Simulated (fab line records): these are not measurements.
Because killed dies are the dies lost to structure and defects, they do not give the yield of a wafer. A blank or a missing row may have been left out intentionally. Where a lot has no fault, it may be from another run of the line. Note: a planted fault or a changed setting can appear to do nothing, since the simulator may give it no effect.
A lot that was struck, set against a sound lot	flow n5 finfet	15 out of 1938 route steps
Sound: the wafers L310.1, L310.3, L310.6. Struck: wafer L298.6. (L298.1 of the same lot was not struck and is left out.) The cause comes at the end.
For every step that has rows: the tool of each side, followed by ch and its chambers, followed by its first start. Under that, the readings that differ: sound wafers	struck wafers	difference of the means	sigmas: that difference in standard deviations of wafers without a fault.
alike: readings with means less than 2 such deviations apart, plus words and numbers identical on both sides. not compared: withheld readings, readings lacking a value on some wafer, bounds such as >300 that could conceal the same value, and numbers that have no deviation in the record and whose values overlap.
Wherever a step has rows on one side only, a row that says differs or no value, or a row with sigmas, the two part there. Numbers that have no deviation but don't overlap get no sigmas and don't part them. Lack of a reading on every wafer of one side parts them only where that side has two or more wafers.

N5_BEOL_M10_CURE_72: cures SiCOH lowk, time 120 s.
  sound on uv cure-03 ch 1, day 14 22:19; struck on uv cure-02 ch 1, day 11 12:20
  alike: lamp power pct, wafer_temp_C_max
N5_BEOL_M10_DEGAS_44: time 60 s.
  sound on pvd sputter-03 at day 14 22:40; struck on pvd sputter-01 at day 11 12:53
  alike: heater power w
then, 1 step without rows for these wafers: N5_BEOL_M10_PRE_CLEAN_45 (time 30 s).
N5_BEOL_M10_ALD_74: deposits TaN, target thk 2 nm, pulse time 2 s, purge time 3 s.
  sound on ald metal-03 ch 0,1,3, day 14 22:54; struck on ald metal-01 ch 0, day 11 12:59
  alike: heater power w
then, 4 steps without rows for these wafers: N5_BEOL_M10_SURFACE_TREAT_76; N5_BEOL_M10_CVD_75 (deposits Co from CCTBA/H2, target thk 2 nm, time 138.9 s); N5_BEOL_M10_SPUTTER_48 (material Cu, target thk 12 nm, time 2 s); N5_BEOL_M10_ECD_50 (material Cu, target thk 318 nm).
N5_BEOL_M10_ANNEAL_51: time 90 s.
  sound on rtp anneal-02 ch 0, day 15 01:19; struck on rtp anneal-02 ch 0, day 11 13:50
  alike: wafer_temp_C_max
N5_BEOL_M10_CMP_52: polishes, stops on SiCOH lowk, t overpolish 7 s, target thk 140 nm.
  sound on cmp-03 ch 0,2, day 15 01:53; struck on cmp-03 ch 3, day 11 14:12
reading	sound	struck	difference	sigmas
overpolish run s (s)	6.989 7.002 6.995	6.975	-0.020	-2
slurry flow ml min	150.7 149.7 150.9	149.2	-1.2	-2
  alike: barrier field endpoint s, motor current A, time to endpoint s
N5_BEOL_M10_THK_MEAS_53: measures by xrf.
  sound on film metro-01 at day 15 02:11; struck on film metro-02 at day 11 14:25
  alike: M10_THK
then, 1 step without rows for these wafers: N5_BEOL_M10_PRE_CLEAN_55 (time 15 s).
N5_BEOL_M10_DEP_56: deposits SiCN from 3MS/NH3, target thk 15 nm, time 26.5 s.
  sound on pecvd-01 ch 0,1,2, day 15 02:14; struck on pecvd-04 ch 1, day 11 14:29
reading	sound	struck	difference	sigmas
model.SiCN_of_BEOL_M10_DEP_56.thk nm (nm)	14.8 15 14.8	16.6	+1.7	
  alike: showerhead plenum p Torr, throttle valve pct
N5_BEOL_M10_RS_MEAS_57: measures by four-point-probe.
  sound on film metro-02 at day 15 02:19; struck on film metro-02 at day 11 14:34
  alike: M10_RS
N5_PASSIVATION_PROBE_49:
  sound wafers here have rows in the record (prober-02, day 17 06:43); struck ones have none

== WHERE THEY PART ==
Earliest at N5_BEOL_M10_CMP_52; latest, in this record, at N5_PASSIVATION_PROBE_49.

WHY: what had been put in by the simulator
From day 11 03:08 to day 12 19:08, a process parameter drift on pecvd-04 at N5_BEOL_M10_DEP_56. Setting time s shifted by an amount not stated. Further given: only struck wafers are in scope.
